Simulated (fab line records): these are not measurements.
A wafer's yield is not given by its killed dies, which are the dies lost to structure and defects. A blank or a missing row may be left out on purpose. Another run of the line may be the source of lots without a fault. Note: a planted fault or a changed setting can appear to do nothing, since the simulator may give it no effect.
Lot-split experiment :: flow n5-finfet :: 7 lots, 39 wafers read, on a route of 1938 steps

SPLIT DETAILS
At N5_DUMMY_GATE_EXPOSE_12 (exposes mask GATE, target cd 25 nm), the setting dose-mj was moved away from the recipe's 34 on 18 of the 39 wafers read, by -3.4% to +8.0%. The other wafers ran this setting at the recipe's value.

FROM THE SPLIT TO THE READING: what the file shows between them, 2 steps
- N5_DUMMY_GATE_PEB_13: peb time 60 s
- N5_DUMMY_GATE_DEVELOP_14: develop time 30 s

THE READING
cd-nm, in nm, at N5_DUMMY_GATE_CD_MEAS_15 (target cd 25.8 nm). A value of 25.00 nm with a standard deviation of 0.25 nm is what fault-free wafers of this fab line usually give.

wafer: L074.1
tool, chamber at the split: euv-scanner-02, 0
dose-mj as run: 33.06
against the recipe: -2.8%
cd-nm, nm: 25.48
against lot-mates on the recipe: +0.13

wafer: L074.2
tool, chamber at the split: euv-scanner-02, 0
dose-mj as run: 34
against the recipe: recipe
cd-nm, nm: 25.20
against lot-mates on the recipe: -

wafer: L074.3
tool, chamber at the split: euv-scanner-02, 0
dose-mj as run: 33.06
against the recipe: -2.8%
cd-nm, nm: 25.76
against lot-mates on the recipe: +0.41

wafer: L074.4
tool, chamber at the split: euv-scanner-02, 0
dose-mj as run: 34
against the recipe: recipe
cd-nm, nm: 25.25
against lot-mates on the recipe: -

wafer: L074.5
tool, chamber at the split: euv-scanner-02, 0
dose-mj as run: 34
against the recipe: recipe
cd-nm, nm: 25.61
against lot-mates on the recipe: -

wafer: L074.6
tool, chamber at the split: euv-scanner-02, 0
dose-mj as run: 33.06
against the recipe: -2.8%
cd-nm, nm: 25.62
against lot-mates on the recipe: +0.27

wafer: L076.1
tool, chamber at the split: euv-scanner-01, 0
dose-mj as run: 34
against the recipe: recipe
cd-nm, nm: 24.94
against lot-mates on the recipe: -

wafer: L076.2
tool, chamber at the split: euv-scanner-01, 0
dose-mj as run: 36.71
against the recipe: +8.0%
cd-nm, nm: 23.31
against lot-mates on the recipe: -1.75

wafer: L076.3
tool, chamber at the split: euv-scanner-01, 0
dose-mj as run: 34
against the recipe: recipe
cd-nm, nm: 25.19
against lot-mates on the recipe: -

wafer: L076.4
tool, chamber at the split: euv-scanner-01, 0
dose-mj as run: 36.71
against the recipe: +8.0%
cd-nm, nm: 23.52
against lot-mates on the recipe: -1.54

wafer: L076.5
tool, chamber at the split: euv-scanner-01, 0
dose-mj as run: 34
against the recipe: recipe
cd-nm, nm: 25.06
against lot-mates on the recipe: -

wafer: L076.6
tool, chamber at the split: euv-scanner-01, 0
dose-mj as run: 36.71
against the recipe: +8.0%
cd-nm, nm: 23.81
against lot-mates on the recipe: -1.25

wafer: L077.1
tool, chamber at the split: euv-scanner-02, 0
dose-mj as run: 34
against the recipe: recipe
cd-nm, nm: 25.15
against lot-mates on the recipe: -

wafer: L077.2
tool, chamber at the split: euv-scanner-02, 0
dose-mj as run: 32.85
against the recipe: -3.4%
cd-nm, nm: 25.50
against lot-mates on the recipe: +0.62

wafer: L077.3
tool, chamber at the split: euv-scanner-02, 0
dose-mj as run: 32.85
against the recipe: -3.4%
cd-nm, nm: 25.88
against lot-mates on the recipe: +1.00

wafer: L077.4
tool, chamber at the split: euv-scanner-02, 0
dose-mj as run: 34
against the recipe: recipe
cd-nm, nm: 24.86
against lot-mates on the recipe: -

wafer: L077.5
tool, chamber at the split: euv-scanner-02, 0
dose-mj as run: 34
against the recipe: recipe
cd-nm, nm: 24.63
against lot-mates on the recipe: -

wafer: L077.6
tool, chamber at the split: euv-scanner-02, 0
dose-mj as run: 32.85
against the recipe: -3.4%
cd-nm, nm: 24.92
against lot-mates on the recipe: +0.04

wafer: L078.1
tool, chamber at the split: euv-scanner-02, 0
dose-mj as run: 34
against the recipe: recipe
cd-nm, nm: 25.18
against lot-mates on the recipe: -

wafer: L078.3
tool, chamber at the split: euv-scanner-02, 0
dose-mj as run: 34
against the recipe: recipe
cd-nm, nm: 25.06
against lot-mates on the recipe: -

wafer: L078.4
tool, chamber at the split: euv-scanner-02, 0
dose-mj as run: 34
against the recipe: recipe
cd-nm, nm: 24.62
against lot-mates on the recipe: -

wafer: L085.1
tool, chamber at the split: euv-scanner-02, 0
dose-mj as run: 34
against the recipe: recipe
cd-nm, nm: 24.84
against lot-mates on the recipe: -

wafer: L085.2
tool, chamber at the split: euv-scanner-02, 0
dose-mj as run: 36.26
against the recipe: +6.6%
cd-nm, nm: 23.74
against lot-mates on the recipe: -1.13

wafer: L085.3
tool, chamber at the split: euv-scanner-02, 0
dose-mj as run: 36.26
against the recipe: +6.6%
cd-nm, nm: 23.85
against lot-mates on the recipe: -1.02

wafer: L085.4
tool, chamber at the split: euv-scanner-02, 0
dose-mj as run: 36.26
against the recipe: +6.6%
cd-nm, nm: 24.15
against lot-mates on the recipe: -0.72

wafer: L085.5
tool, chamber at the split: euv-scanner-02, 0
dose-mj as run: 34
against the recipe: recipe
cd-nm, nm: 25.22
against lot-mates on the recipe: -

wafer: L085.6
tool, chamber at the split: euv-scanner-02, 0
dose-mj as run: 34
against the recipe: recipe
cd-nm, nm: 24.56
against lot-mates on the recipe: -

wafer: L088.1
tool, chamber at the split: euv-scanner-02, 0
dose-mj as run: 34.95
against the recipe: +2.8%
cd-nm, nm: 24.65
against lot-mates on the recipe: -0.42

wafer: L088.2
tool, chamber at the split: euv-scanner-02, 0
dose-mj as run: 34
against the recipe: recipe
cd-nm, nm: 25.19
against lot-mates on the recipe: -

wafer: L088.3
tool, chamber at the split: euv-scanner-02, 0
dose-mj as run: 34
against the recipe: recipe
cd-nm, nm: 24.97
against lot-mates on the recipe: -

wafer: L088.4
tool, chamber at the split: euv-scanner-02, 0
dose-mj as run: 34.95
against the recipe: +2.8%
cd-nm, nm: 24.67
against lot-mates on the recipe: -0.40

wafer: L088.5
tool, chamber at the split: euv-scanner-02, 0
dose-mj as run: 34.95
against the recipe: +2.8%
cd-nm, nm: 24.48
against lot-mates on the recipe: -0.59

wafer: L088.6
tool, chamber at the split: euv-scanner-02, 0
dose-mj as run: 34
against the recipe: recipe
cd-nm, nm: 25.04
against lot-mates on the recipe: -

wafer: L090.1
tool, chamber at the split: euv-scanner-01, 0
dose-mj as run: 36.44
against the recipe: +7.2%
cd-nm, nm: 23.77
against lot-mates on the recipe: -1.21

wafer: L090.2
tool, chamber at the split: euv-scanner-01, 0
dose-mj as run: 34
against the recipe: recipe
cd-nm, nm: 24.92
against lot-mates on the recipe: -

wafer: L090.3
tool, chamber at the split: euv-scanner-01, 0
dose-mj as run: 36.44
against the recipe: +7.2%
cd-nm, nm: 24.02
against lot-mates on the recipe: -0.96

wafer: L090.4
tool, chamber at the split: euv-scanner-01, 0
dose-mj as run: 36.44
against the recipe: +7.2%
cd-nm, nm: 23.97
against lot-mates on the recipe: -1.01

wafer: L090.5
tool, chamber at the split: euv-scanner-01, 0
dose-mj as run: 34
against the recipe: recipe
cd-nm, nm: 24.88
against lot-mates on the recipe: -

wafer: L090.6
tool, chamber at the split: euv-scanner-01, 0
dose-mj as run: 34
against the recipe: recipe
cd-nm, nm: 25.13
against lot-mates on the recipe: -

THE FIT
A straight line over all 39 wafers: cd-nm changes by -0.168 nm for each +1% of dose-mj; r = -0.93; the points scatter about the line by 0.24 nm.
The same after taking each lot's own level away (the mean of its wafers on the recipe; 39 wafers): -0.159 nm for each +1%; r = -0.93; scatter 0.22 nm.
Per that fit: largest dose-mj move, reading shift of 1.3 nm.
Measured against the standard deviation above, the lots' own levels, which go from 24.873 to 25.353 nm, span 1.9 times it.
The two slopes are in agreement: the lot-to-lot level therefore moves the slope only a little.
Check: with one of the wafers moved furthest among these (+8.0%) left out of the fit, the line predicts -1.23 nm for it against its lot-mates. It came out at -1.75 nm against them.

THE OTHER SPLITS THESE WAFERS WENT THROUGH
These wafers also went through other splits before the reading. Each is held against what the fit with the lots' levels taken away leaves over:
other split on the same wafers: N5_WELL_APT_IMPLANT_32 energy-kev
wafers away from the commonest value: 12
r with cd-nm (lot level and that fit taken away): +0.07

other split on the same wafers: N5_STI_FIN_REVEAL_ETCHBACK_08 target-depth-a
wafers away from the commonest value: 18
r with cd-nm (lot level and that fit taken away): -0.10

other split on the same wafers: N5_STI_FIN_REVEAL_OXIDATION_31 time-s
wafers away from the commonest value: 9
r with cd-nm (lot level and that fit taken away): +0.03

THE FILE'S OWN FIT
cd-nm changes by -0.161 nm for each +1% of dose-mj, r = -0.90.
